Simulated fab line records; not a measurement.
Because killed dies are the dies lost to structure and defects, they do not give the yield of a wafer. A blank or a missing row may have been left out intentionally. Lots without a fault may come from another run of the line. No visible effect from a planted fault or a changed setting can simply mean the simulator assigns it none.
Struck lot and sound lot, side by side | flow n5-finfet | 41 steps out of a route of 1938
Sound: the wafers L767.2, L767.4, L767.5. Struck: wafer L771.1 (left out: L771.3, L771.6 of the same lot, which were not struck); the cause appears at the end.
For every step that has rows: the tool of each side, followed by ch and its chambers, followed by its first start. Under that, the readings that differ: sound wafers | struck wafers | difference of the means | sigmas: that difference in standard deviations of wafers without a fault.
alike: readings with means less than 2 such deviations apart, plus words and numbers identical on both sides. not compared: withheld readings, readings lacking a value on some wafer, bounds such as >300 that could conceal the same value, and numbers that have no deviation in the record and whose values overlap.
A row with sigmas, a row that says differs or no value, or rows on one side alone: a step with any of these is where the two part. Numbers that have no deviation but don't overlap get no sigmas and don't part them. A reading missing from all wafers of one side parts the sides only when that side holds two or more wafers.

N5_BEOL_M2_ANNEAL_82: time 240 s.
  sound on pvd-sputter-01 at day 7 00:57; struck on pvd-sputter-03 at day 8 03:19
  alike: heater-power-w
then, 3 steps without rows for these wafers: N5_BEOL_M2_SPUTTER_86 (material Cu, target thk 4.5 nm, time 8.29 s); N5_BEOL_M2_ANNEAL_87 (time 240 s); N5_BEOL_M2_SPUTTER_88 (material Cu, target thk 4.5 nm, time 8.29 s).
N5_BEOL_M2_ANNEAL_89: time 240 s.
  sound on pvd-sputter-01 at day 7 01:23; struck on pvd-sputter-03 at day 8 03:45
  alike: heater-power-w
then, 1 step without rows for these wafers: N5_BEOL_M2_SPUTTER_90 (material Cu, target thk 4.5 nm, time 8.29 s).
N5_BEOL_M2_ANNEAL_91: time 240 s.
  sound on pvd-sputter-01 at day 7 01:37; struck on pvd-sputter-03 at day 8 03:58
  alike: heater-power-w
then, 4 steps without rows for these wafers: N5_BEOL_M2_SPUTTER_92 (material Cu, target thk 4.5 nm, time 8.29 s); N5_BEOL_M2_ANNEAL_93 (time 240 s); N5_BEOL_M2_SPUTTER_94 (material Cu, target thk 4.5 nm, time 8.29 s); N5_BEOL_M2_ANNEAL_95 (time 240 s).
N5_BEOL_M2_SPUTTER_96: material Cu, target thk 4.5 nm, time 8.29 s.
  sound on pvd-sputter-01 at day 7 02:11; struck on pvd-sputter-03 at day 8 04:33
  alike: throttle-valve-pct
N5_BEOL_M2_ECD_50: material Cu, target thk 300 nm.
  sound on ecd-cu-01 ch 0,1, day 7 02:19; struck on ecd-cu-01 ch 0,1, day 8 04:40
then, 2 steps without rows for these wafers: N5_BEOL_M2_ANNEAL_51 (time 90 s); N5_BEOL_M2_CMP_52 (polishes, stops on SiOC, t overpolish 6.8 s, target thk 40 nm).
N5_BEOL_M2_THK_MEAS_53: measures by xrf.
  sound on film-metro-02 at day 7 02:59; struck on film-metro-02 at day 8 05:20
  alike: M2_THK
then, 4 steps without rows for these wafers: N5_BEOL_M2_PRE_CLEAN_60 (time 15 s); N5_BEOL_M2_CO_CAP_55 (material Co, precursor CCTBA/H2, target thk 2 nm, time 102.1 s); N5_BEOL_M2_PRE_CLEAN_56 (time 15 s); N5_BEOL_M2_DEP_57 (deposits SiCN from 3MS/NH3, target thk 8 nm, time 14 s).
N5_BEOL_M2_RS_MEAS_58: the measuring method here is four-point-probe.
  sound on film-metro-01 at day 7 03:14; struck on film-metro-01 at day 8 05:36
  alike: M2_RS
then, 1 step without rows for these wafers: N5_BEOL_M3_ILD_DEP_00 (deposits SiOC from DEMS/O2, target thk 79 nm, time 15.3 s).
N5_BEOL_M3_THK_MEAS_01:
  sound on film-metro-01 at day 7 03:22; struck on film-metro-01 at day 8 05:44
  alike: M3_ILD_THK
then, 11 steps without rows for these wafers: N5_BEOL_M3_PECVD_72 (deposits SiO2 from TEOS/O2, target thk 16 nm, time 18 s); N5_BEOL_M3_HM_DEP_02 (deposits TiN, target thk 20 nm); N5_BEOL_M3_COAT_61 (time 60 s, resist thk 60 nm); N5_BEOL_M3_COAT_62 (time 60 s, resist thk 12 nm); N5_BEOL_M3_COAT_73 (time 60 s, resist thk 5 nm); N5_BEOL_M3_COAT_05 (resist thk 30 nm); N5_BEOL_M3_EBR_07; N5_BEOL_M3_SOFTBAKE_06 (time 60 s); N5_BEOL_M3_EXPOSE_08 (exposes mask M3); N5_BEOL_M3_PEB_09 (peb time 60 s); N5_BEOL_M3_DEVELOP_10 (develop time 30 s).
N5_BEOL_M3_CD_MEAS_11: target cd 17.05 nm.
  sound on cd-sem-02 ch 0, day 7 04:46; struck on cd-sem-01 ch 0, day 8 07:08
  alike: cd-nm
N5_BEOL_M3_OVL_MEAS_12:
  sound on overlay-01 ch 0, day 7 04:48; struck on overlay-01 ch 0, day 8 07:10
  alike: M3_OVL
then, 2 steps without rows for these wafers: N5_BEOL_M3_DESCUM_16 (chemistry O2, time 7 s); N5_BEOL_M3_ETCH_74 (etches underlayer in N2/H2, target depth 6.5 nm, time 5.2 s).
N5_BEOL_M3_ETCH_63: etches SiARC in CF4, target depth 15.6 nm, time 26 s.
  sound on rie-diel-02 ch 0,2, day 7 05:19; struck on rie-diel-01 ch 0, day 8 07:46
  alike: bias-w, drypump-motor-current-A, etch-rf-on-time-s, oes-product-au, rf-vpp-V, showerhead-plenum-p-Torr, throttle-valve-pct
  not compared: rf-hours-counter-h
then, 1 step without rows for these wafers: N5_BEOL_M3_ETCH_64 (etches SOC in N2/H2, target depth 75 nm, overetch 15 nm, time 112.5 s).
-- record jumps: 5 days separate the struck wafers' starts on either side; left off in module BEOL_M3, taken up again in module PASSIVATION, whose first shown step is the route's number 1936 --
N5_PASSIVATION_PROBE_49:
  only the struck wafers here have rows in the record (prober-02, day 13 16:13); the sound ones have none

WHERE THEY PART
Only at N5_PASSIVATION_PROBE_49, as far as this record shows.

WHY: the cause the simulator had injected
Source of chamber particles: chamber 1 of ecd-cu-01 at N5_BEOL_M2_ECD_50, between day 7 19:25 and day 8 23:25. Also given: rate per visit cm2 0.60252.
